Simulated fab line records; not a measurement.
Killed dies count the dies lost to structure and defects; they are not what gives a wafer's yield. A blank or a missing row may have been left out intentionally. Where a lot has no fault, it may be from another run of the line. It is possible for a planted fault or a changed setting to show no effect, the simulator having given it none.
fab line records	flow nandHarc
record lots=5	wafers=15	lastDay=33
route steps=1302 shown P_CONTACT@238
lots that met no fault: taken from a fault-free run of the same line
startH: hours from the record's opening day to when the first of the lot's shown wafers began	waitH: hours from the lot's prior step to this one	" repeats the value in the row above	L1.1+2: a row that stands for several wafers	- either no value or no given start	* or withheld: withheld	< > ~ a bound
route shown NAME@n: NAME is a module with steps in the file, n the number in the route of the first one	usual: the fault-free wafers' mean and standard deviation	same: alike in all rows	chamber/n: place in a boat	sites: per-site readings	_std_site: the values' standard deviation	_edge_site: the outer-site mean with the inner-site mean subtracted	radiusMm: how far each site lies from the wafer's centre	mask NAME#n: copy n	behind: the most recent tool/chamber to have shaped the wafer	hold: reason for holding the lot/hours on hold/outcome of the hold	device: whichever transistor did not switch (one of n, p or np)	end of line: at the end of the route, the tests of the same wafers	where a step has no rows: the recipe by itself	killed: count of dies lost to structure and defects at first sort (not the wafer's yield)	map: the dies of a wafer, with x for killed, . for not killed, _ for no die there
set.NAME: the run value of the setting; set.NAME@STEP: its run value at that earlier step	model.NAME: the simulator's own value behind a step, which no gauge read
lots seen at some steps along the route; tables by step, rows by wafer
services: from which hour (startH, from the record's first day; less than 0 if before it) a tool's chamber was out of use, for how many hours, and why
## steps
# step NHARC_P_CONTACT_ETCH_18
# recipe targetDepthA=4810	timeS=240.5	c4f8FlowSccm=20	o2FlowSccm=10	arFlowSccm=withheld	rfW=600	biasW=1500	chemistry=C4F8/O2/Ar
# usual oesProductAu=0.960/0.022	rfFwdPowerW=598.2/1.9	rfVppV=977/4.9
lot.wafer	tool	chamber	startH	waitH	oesProductAu	rfFwdPowerW	rfHoursCounterH	rfVppV
L080.1	rieDiel-13	0	-	-	0.971	595.8	0.3	973
L080.2	"	1	"	"	1.001	598.4	0.2	986
L080.5	"	2	"	"	0.980	596.2	-	984
L083.3	rieDiel-04	3	-	-	0.966	598.4	1.2	976
L083.4	"	0	"	"	0.966	597.2	1.4	974
L083.5	"	2	"	"	0.964	597.9	-	983
L089.4	rieDiel-04	2	-	-	0.948	597.0	5.8	980
L089.5	"	1	"	"	0.968	598.4	-	976
L089.6	"	2	"	"	0.947	597.1	-	984
L096.4	rieDiel-05	1	-	-	0.942	600.3	2.4	978
L096.6	"	2	"	"	0.940	594.7	-	971
L096.5	"	3	"	"	0.957	598.6	-	980
L097.3	rieDiel-05	1	-	-	0.966	595.9	2.8	977
L097.2	"	2	"	"	0.981	595.5	2.8	969
L097.4	"	0	"	"	0.969	595.7	2.9	974
# step NHARC_P_CONTACT_STRIP_37
# recipe c4f8FlowSccm=withheld	o2FlowSccm=8	arFlowSccm=withheld	biasW=0	chemistry=C4F8/O2/Ar
lot.wafer	tool	chamber	startH	waitH
L080.2+1+5	rieDiel-13	3,0,3	-	-
L083.3+4+5	rieDiel-04	3,0,0	-	-
L089.4+5+6	rieDiel-04	1,3,0	-	-
L096.4+6+5	rieDiel-05	2,1,2	-	-
L097.4+3+2	rieDiel-05	1,2,0	-	-
# step NHARC_P_CONTACT_ETCH_31
# recipe targetDepthA=300	timeS=85.7	ionEnergyEv=120	overEtchFrac=1	ch3fFlowSccm=50	o2FlowSccm=30	arFlowSccm=200	rfW=500	biasW=100	chemistry=CH3F/O2
# usual drypumpMotorCurrentA=5.6/0.41	oesProductAu=0.982/0.017	rfFwdPowerW=496.3/2.3	rfVppV=244.0/1.4	showerheadPlenumPTorr=2.44/0.088	throttleValvePct=20.664/0.0089
lot.wafer	tool	chamber	startH	waitH	drypumpMotorCurrentA	oesProductAu	rfFwdPowerW	rfHoursCounterH	rfVppV	showerheadPlenumPTorr	throttleValvePct
L080.1	rieDiel-13	3	-	-	6.1	0.985	499.1	0.4	244.3	2.36	20.674
L080.2	"	0	"	"	5.8	0.983	497.0	0.3	243.7	2.36	20.660
L080.5	"	3	"	"	6.1	0.995	500.0	-	242.0	2.36	20.650
L083.4	rieDiel-04	0	-	-	6.0	0.986	493.2	1.5	243.6	2.40	20.672
L083.3	"	2	"	"	5.0	0.960	500.1	1.3	244.8	2.53	20.662
L083.5	"	0	"	"	6.0	0.979	493.2	-	245.6	2.40	20.678
L089.4	rieDiel-04	2	-	-	5.0	0.977	497.3	5.9	245.4	2.53	20.655
L089.6	"	0	"	"	6.0	1.006	495.6	-	241.7	2.40	20.659
L089.5	"	1	"	"	5.8	0.990	498.5	-	244.5	2.42	20.667
L096.4	rieDiel-05	0	-	-	5.5	0.968	495.1	2.6	242.9	2.35	20.671
L096.5	"	1	"	"	5.6	0.970	497.9	-	243.2	2.44	20.664
L096.6	"	2	"	"	5.7	0.976	494.5	-	241.8	2.31	20.662
L097.2	rieDiel-05	2	-	-	5.7	0.989	492.4	2.9	241.3	2.30	20.666
L097.4	"	3	"	"	5.5	0.994	495.4	2.9	246.4	2.49	20.672
L097.3	"	0	"	"	5.5	0.973	496.9	2.9	242.8	2.35	20.649
# step NHARC_P_CONTACT_CD_MEAS_19
# usual cdNm=90.4/1.9
lot.wafer	tool	chamber	startH	waitH	cdNm
L080.1	cdSem-01	-	175.88	-	89.3
L080.2	"	-	"	"	87.9
L080.5	"	-	"	"	86.8
L083.3	cdSem-03	-	217.22	-	91.2
L083.4	"	-	"	"	90.2
L083.5	"	-	"	"	92.8
L089.4	cdSem-01	-	271.84	-	88.3
L089.5	"	-	"	"	90.9
L089.6	"	-	"	"	87.8
L096.4	cdSem-03	-	338.10	-	94.7
L096.5	"	-	"	"	91.5
L096.6	"	-	"	"	90.3
L097.2	cdSem-01	-	345.06	-	91.0
L097.3	"	-	"	"	93.8
L097.4	"	-	"	"	89.3
# step NHARC_P_CONTACT_STRIP_28
# recipe o2FlowSccm=500	arFlowSccm=0	biasW=0	chemistry=O2
# usual drypumpMotorCurrentA=5.6/0.42	oesProductAu=1.006/0.013	rfVppV=57.8/0.84	showerheadPlenumPTorr=3.52/0.13	throttleValvePct=17.035/0.0084
lot.wafer	tool	chamber	startH	waitH	drypumpMotorCurrentA	oesProductAu	rfHoursCounterH	rfVppV	showerheadPlenumPTorr	throttleValvePct
L080.1	rieDiel-04	3	175.95	0.1	4.9	1.013	7.5	59.0	3.51	17.038
L080.2	"	1	"	"	5.8	0.999	8.0	58.0	3.48	17.038
L080.5	"	0	"	"	6.0	1.022	-	57.2	3.45	17.044
L083.3	rieDiel-13	1	217.30	0.1	5.2	1.002	1.1	58.6	3.73	17.033
L083.4	"	2	"	"	6.2	0.972	1.3	57.6	3.67	17.044
L083.5	"	1	"	"	5.2	0.999	-	57.8	3.73	17.057
L089.4	rieDiel-05	2	271.90	0.1	5.7	1.021	0.9	57.8	3.32	17.031
L089.5	"	2	"	"	5.7	1.012	-	58.0	3.32	17.040
L089.6	"	3	"	"	5.6	1.015	-	56.7	3.57	17.036
L096.4	rieDiel-13	1	338.19	0.1	5.2	1.013	5.5	58.4	3.72	17.030
L096.5	"	0	"	"	5.8	1.006	-	58.2	3.39	17.042
L096.6	"	1	"	"	5.2	1.012	-	59.2	3.72	17.040
L097.4	rieDiel-04	1	345.14	0.1	5.7	1.019	9.5	57.7	3.47	17.032
L097.2	"	2	"	"	5.0	0.993	9.2	57.5	3.62	17.053
L097.3	"	0	"	"	6.0	1.024	8.9	57.3	3.45	17.033
# step NHARC_P_CONTACT_STRIP_29
# recipe timeS=1200	tempC=72.5	chemistry=postEtchResidueRemover
# usual bathGuardTempC=72.5/0.49
lot.wafer	tool	chamber	startH	waitH	bathGuardTempC
L080.5	wetBench-02	3	176.15	-	72.6
L080.1	"	5	"	"	72.9
L080.2	"	6	"	"	72.6
L083.3	wetBench-09	7	217.48	-	72.2
L083.4	"	0	"	"	71.9
L083.5	"	3	"	"	72.6
L089.5	wetBench-07	4	272.12	-	71.8
L089.6	"	5	"	"	71.9
L089.4	"	6	"	"	72.8
L096.4	wetBench-02	2	338.35	-	72.6
L096.5	"	3	"	"	72.8
L096.6	"	5	"	"	73.0
L097.4	wetBench-02	2	345.33	-	73.2
L097.3	"	3	"	"	72.8
L097.2	"	6	"	"	72.2
# step NHARC_P_CONTACT_DEGAS_38
# recipe tempC=300	timeS=60
# usual heaterPowerW=455/27
lot.wafer	tool	chamber	startH	waitH	heaterPowerW
L080.2	pvdSputter-01	-	176.61	-	504
L080.1	"	-	"	"	469
L080.5	"	-	"	"	452
L083.3	pvdSputter-03	-	217.93	-	488
L083.4	"	-	"	"	456
L083.5	"	-	"	"	473
L089.4	pvdSputter-03	-	272.56	-	469
L089.5	"	-	"	"	483
L089.6	"	-	"	"	438
L096.4	pvdSputter-03	-	338.83	-	472
L096.5	"	-	"	"	439
L096.6	"	-	"	"	456
L097.3	pvdSputter-01	-	345.77	-	444
L097.4	"	-	"	"	461
L097.2	"	-	"	"	509
# step NHARC_P_CONTACT_PRE_CLEAN_39
# recipe timeS=19.5	biasV=250	gas=Ar
lot.wafer	tool	chamber	startH	waitH
L080.1+2+5	pvdSputter-01	-	-	-
L083.4+3+5	pvdSputter-03	-	-	-
L089.4+6+5	pvdSputter-03	-	-	-
L096.4+6+5	pvdSputter-03	-	-	-
L097.4+2+3	pvdSputter-01	-	-	-
# step NHARC_P_CONTACT_PVD_32
# recipe targetThkA=50	chamberPressurePa=5	powerW=5000	substrateTempC=200	timeS=17.7	material=Ti
# usual throttleValvePct=30.5/1.4
lot.wafer	tool	chamber	startH	waitH	throttleValvePct
L080.2	pvdSputter-01	-	-	-	32.6
L080.1	"	-	"	"	30.1
L080.5	"	-	"	"	32.3
L083.3	pvdSputter-03	-	-	-	32.3
L083.4	"	-	"	"	29.4
L083.5	"	-	"	"	28.0
L089.4	pvdSputter-03	-	-	-	32.4
L089.6	"	-	"	"	30.4
L089.5	"	-	"	"	32.4
L096.4	pvdSputter-03	-	-	-	30.2
L096.5	"	-	"	"	30.5
L096.6	"	-	"	"	32.7
L097.2	pvdSputter-01	-	-	-	32.0
L097.4	"	-	"	"	31.2
L097.3	"	-	"	"	30.6
# step NHARC_P_CONTACT_ALD_22
# recipe targetThkA=30	pulseTimeS=1	aldCycles=150	tempC=450	material=TiN
# usual heaterPowerW=1113/130	precursorPulseHeightRel=0.997/0.02
# same pulseTimeS=1
lot.wafer	tool	chamber	startH	waitH	heaterPowerW	precursorPulseHeightRel
L080.2	aldMetal-04	3	176.84	-	915	0.971
L080.1	"	2	"	"	1193	1.018
L080.5	"	0	"	"	965	0.985
L083.4	aldMetal-04	2	218.16	-	1193	0.989
L083.3	"	1	"	"	919	1.018
L083.5	"	2	"	"	1210	0.981
L089.4	aldMetal-04	2	272.85	-	1263	1.009
L089.5	"	3	"	"	925	0.987
L089.6	"	0	"	"	983	1.001
L096.4	aldMetal-04	2	339.09	-	1160	1.024
L096.6	"	0	"	"	949	0.980
L096.5	"	1	"	"	936	0.992
L097.2	aldMetal-03	1	346.04	-	1274	1.004
L097.3	"	2	"	"	1069	0.968
L097.4	"	3	"	"	1128	0.964
# step NHARC_P_CONTACT_CVD_23
# recipe targetThkA=2000	tempC=300	pressureTorr=40	wf6FlowSccm=40	h2FlowSccm=1600	arFlowSccm=1560	timeS=557	material=W
# usual heaterPowerW=482/18	throttleValvePct=7.86/0.2
lot.wafer	tool	chamber	startH	waitH	heaterPowerW	throttleValvePct
L080.1	cvdW-01	1	-	-	511	7.81
L080.2	"	0	"	"	454	8.16
L080.5	"	0	"	"	457	8.08
L083.4	cvdW-01	1	-	-	497	7.77
L083.3	"	0	"	"	480	7.81
L083.5	"	1	"	"	506	7.92
L089.4	cvdW-01	0	-	-	476	7.76
L089.5	"	0	"	"	478	7.72
L089.6	"	0	"	"	488	7.54
L096.4	cvdW-02	0	-	-	488	7.63
L096.6	"	1	"	"	461	8.11
L096.5	"	0	"	"	482	7.71
L097.2	cvdW-01	0	-	-	491	8.05
L097.3	"	1	"	"	515	7.87
L097.4	"	0	"	"	484	7.69
# step NHARC_P_CONTACT_CMP_24
# recipe tOverpolishS=30	targetThkNm=200
# usual motorCurrentA=11.7/1.2	overpolishRunS=30.001/0.0082	timeToEndpointS=41/3.6
lot.wafer	tool	chamber	startH	waitH	motorCurrentA	overpolishRunS	timeToEndpointS
L080.1	cmp-02	1	177.74	0.6	13.8	30.009	40
L080.2	"	2	"	"	12.2	30.001	40
L080.5	"	0	"	"	9.9	30.002	39
L083.3	cmp-02	2	219.01	0.3	11.9	30.028	43
L083.4	"	1	"	"	14.6	30.016	43
L083.5	"	3	"	"	10.8	30.008	35
L089.4	cmp-04	0	274.73	0.5	11.7	30.005	45
L089.6	"	1	"	"	12.4	29.997	46
L089.5	"	2	"	"	12.7	29.996	46
L096.4	cmp-01	0	339.90	0.3	12.0	30.001	42
L096.6	"	0	"	"	11.7	30.011	37
L096.5	"	1	"	"	13.3	29.991	44
L097.3	cmp-04	1	346.86	0.4	12.7	30.009	39
L097.2	"	2	"	"	13.2	30.006	43
L097.4	"	3	"	"	10.7	29.988	34
## services
tool	chamber	startH	hours	kind
rieDiel-05	1	152.08	1.4	repair
rieDiel-13	-	165.01	9.0	pm
pvdSputter-03	-	170.05	10.0	pm
rieDiel-04	-	177.90	9.0	pm
cvdW-01	-	185.00	13.0	pm
rieDiel-05	3	217.24	4.4	repair
pvdSputter-01	-	226.01	10.0	pm
rieDiel-05	-	229.60	9.0	pm
aldMetal-04	-	232.32	1.5	repair
rieDiel-04	2	250.81	3.6	repair
rieDiel-13	-	259.32	0.2	repair
cvdW-01	1	264.46	17.7	repair
pvdSputter-03	-	273.05	12.4	repair
aldMetal-04	1	281.02	3.6	repair
aldMetal-04	-	296.00	10.0	pm
rieDiel-05	1	299.78	3.2	repair
rieDiel-05	3	302.66	5.4	repair
rieDiel-04	2	308.22	9.9	repair
pvdSputter-01	-	309.76	10.0	repair
rieDiel-13	2	315.50	9.8	repair
rieDiel-13	3	324.55	11.4	repair
rieDiel-04	1	331.78	1.3	repair
pvdSputter-01	-	338.50	2.5	repair
rieDiel-13	-	342.01	9.0	pm
## key
fault none
